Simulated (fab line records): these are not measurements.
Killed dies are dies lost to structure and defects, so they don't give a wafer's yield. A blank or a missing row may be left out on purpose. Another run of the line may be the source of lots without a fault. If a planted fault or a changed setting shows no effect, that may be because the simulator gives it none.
Matching of chambers ; flow nand-harc ; 4 sister chambers for NHARC_P_GATE_DESCUM_13 on rie-diel-04
The step chemistry O2, time 3 s. 8 wafers are shown with their chamber, then 10 later ones without.

## WAFERS WITH THEIR CHAMBER
wafer;chamber;showerhead-plenum-p-Torr (Torr);drypump-motor-current-A (A)
L080.3;3;1.84;5.3
L086.1;1;1.93;5.0
L086.2;0;1.92;5.6
L088.2;3;1.84;5.2
L088.4;2;1.91;5.8
L088.5;1;1.93;5.0
L091.2;0;1.92;5.6
L091.3;2;1.90;5.8

## WAFERS MISSING THEIR CHAMBER
wafer;showerhead-plenum-p-Torr (Torr);drypump-motor-current-A (A)
L091.4;1.84;5.3
L093.1;1.84;5.2
L093.3;1.90;5.8
L093.6;1.92;5.6
L097.1;1.92;5.6
L097.4;1.92;4.9
L097.6;1.92;5.6
L096.1;1.92;5.6
L096.3;1.83;5.2
L096.5;1.92;5.0

## THE CHAMBER EACH PASSED THROUGH
wafer;from the rows above;in truth
L091.4;3;3
L093.1;3;3
L093.3;2;2
L093.6;0;0
L097.1;0;0
L097.4;1;1
L097.6;0;0
L096.1;0;0
L096.3;3;3
L096.5;1;1
Correctly placed: 10 of 10. Can't be placed from these rows: 0. 0 placed wrongly.
How it was worked out, from the rows above alone: a wafer's distance from a chamber is the root of the sum, over the readings, of the square of ((its reading less the chamber's mean) divided by the reading's scatter). The wafer belongs to the nearest chamber; if the next one is less than 2 further off, it can't be placed. Each chamber's mean is taken over the wafers shown for it. The scatter: take each reading less its chamber's mean, square it, sum over the shown wafers, divide by the number of wafers less the number of chambers, and take the root.
